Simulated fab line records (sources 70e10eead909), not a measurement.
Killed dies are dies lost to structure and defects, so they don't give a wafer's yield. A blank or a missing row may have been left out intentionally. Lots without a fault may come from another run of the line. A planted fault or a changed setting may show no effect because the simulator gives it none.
Chamber matching || flow nandHarc || rieDiel-12 running NHARC_P_BONDPAD_STRIP_15: 4 sister chambers
The step strips in O2. 14 wafers are shown with their chamber, then 7 later ones without.

== WAFERS PAIRED WITH THEIR CHAMBERS ==
{"wafer": "L074.1", "chamber": 2, "showerheadPlenumPTorr (Torr)": 3.51, "drypumpMotorCurrentA (A)": 5.8, "oesProductAu (a.u.)": 1.036}
{"wafer": "L074.2", "chamber": 1, "showerheadPlenumPTorr (Torr)": 3.52, "drypumpMotorCurrentA (A)": 6.5, "oesProductAu (a.u.)": 0.990}
{"wafer": "L074.5", "chamber": 2, "showerheadPlenumPTorr (Torr)": 3.51, "drypumpMotorCurrentA (A)": 5.8, "oesProductAu (a.u.)": 1.036}
{"wafer": "L076.2", "chamber": 1, "showerheadPlenumPTorr (Torr)": 3.52, "drypumpMotorCurrentA (A)": 6.5, "oesProductAu (a.u.)": 0.982}
{"wafer": "L076.5", "chamber": 0, "showerheadPlenumPTorr (Torr)": 3.64, "drypumpMotorCurrentA (A)": 6.0, "oesProductAu (a.u.)": 0.995}
{"wafer": "L076.6", "chamber": 2, "showerheadPlenumPTorr (Torr)": 3.51, "drypumpMotorCurrentA (A)": 5.7, "oesProductAu (a.u.)": 1.027}
{"wafer": "L082.1", "chamber": 3, "showerheadPlenumPTorr (Torr)": 3.57, "drypumpMotorCurrentA (A)": 6.4, "oesProductAu (a.u.)": 1.028}
{"wafer": "L082.2", "chamber": 0, "showerheadPlenumPTorr (Torr)": 3.64, "drypumpMotorCurrentA (A)": 6.0, "oesProductAu (a.u.)": 1.000}
{"wafer": "L082.4", "chamber": 1, "showerheadPlenumPTorr (Torr)": 3.52, "drypumpMotorCurrentA (A)": 6.5, "oesProductAu (a.u.)": 0.999}
{"wafer": "L089.3", "chamber": 0, "showerheadPlenumPTorr (Torr)": 3.64, "drypumpMotorCurrentA (A)": 5.9, "oesProductAu (a.u.)": 1.010}
{"wafer": "L089.4", "chamber": 1, "showerheadPlenumPTorr (Torr)": 3.51, "drypumpMotorCurrentA (A)": 6.5, "oesProductAu (a.u.)": 0.987}
{"wafer": "L089.5", "chamber": 1, "showerheadPlenumPTorr (Torr)": 3.51, "drypumpMotorCurrentA (A)": 6.6, "oesProductAu (a.u.)": 0.990}
{"wafer": "L093.2", "chamber": 2, "showerheadPlenumPTorr (Torr)": 3.50, "drypumpMotorCurrentA (A)": 5.7, "oesProductAu (a.u.)": 1.008}
{"wafer": "L093.3", "chamber": 3, "showerheadPlenumPTorr (Torr)": 3.57, "drypumpMotorCurrentA (A)": 6.3, "oesProductAu (a.u.)": 1.000}

SIGNATURES (averages over the wafers above)
{"reading": "showerheadPlenumPTorr", "chamber 0": 3.6400, "chamber 1": 3.5160, "chamber 2": 3.5075, "chamber 3": 3.5700, "scatter within a chamber": 0.00442}
{"reading": "drypumpMotorCurrentA", "chamber 0": 5.967, "chamber 1": 6.520, "chamber 2": 5.750, "chamber 3": 6.350, "scatter within a chamber": 0.0545}
{"reading": "oesProductAu", "chamber 0": 1.00167, "chamber 1": 0.98960, "chamber 2": 1.02675, "chamber 3": 1.01400, "scatter within a chamber": 0.0109}
Rule: for a wafer and a chamber, the distance is found by dividing, reading by reading, the gap between the wafer's reading and the chamber's mean by the reading's scatter, squaring, summing and taking the root. The wafer belongs to the nearest chamber; if the next one is less than 2 further off, it can't be placed. How the scatter is found: for the shown wafers, subtract from each reading the mean of its chamber, square and add these, divide the total by (wafers less chambers), then take the root.

== WAFERS WITHOUT THEIR CHAMBER ==
{"wafer": "L093.6", "showerheadPlenumPTorr (Torr)": 3.51, "drypumpMotorCurrentA (A)": 6.5, "oesProductAu (a.u.)": 0.984}
{"wafer": "L095.2", "showerheadPlenumPTorr (Torr)": 3.63, "drypumpMotorCurrentA (A)": 5.9, "oesProductAu (a.u.)": 0.966}
{"wafer": "L095.3", "showerheadPlenumPTorr (Torr)": 3.51, "drypumpMotorCurrentA (A)": 6.5, "oesProductAu (a.u.)": 0.982}
{"wafer": "L095.6", "showerheadPlenumPTorr (Torr)": 3.63, "drypumpMotorCurrentA (A)": 5.9, "oesProductAu (a.u.)": 0.978}
{"wafer": "L097.2", "showerheadPlenumPTorr (Torr)": 3.63, "drypumpMotorCurrentA (A)": 5.9, "oesProductAu (a.u.)": 0.987}
{"wafer": "L097.5", "showerheadPlenumPTorr (Torr)": 3.63, "drypumpMotorCurrentA (A)": 6.0, "oesProductAu (a.u.)": 0.987}
{"wafer": "L097.6", "showerheadPlenumPTorr (Torr)": 3.57, "drypumpMotorCurrentA (A)": 6.4, "oesProductAu (a.u.)": 1.008}

== CHAMBER TAKEN BY EACH ==
{"wafer": "L093.6", "from the rows above": 1, "in truth": 1}
{"wafer": "L095.2", "from the rows above": 0, "in truth": 0}
{"wafer": "L095.3", "from the rows above": 1, "in truth": 1}
{"wafer": "L095.6", "from the rows above": 0, "in truth": 0}
{"wafer": "L097.2", "from the rows above": 0, "in truth": 0}
{"wafer": "L097.5", "from the rows above": 0, "in truth": 0}
{"wafer": "L097.6", "from the rows above": 3, "in truth": 3}
Correct placement for 7 of the 7. Can't be placed from these rows: 0. 0 placed wrongly.
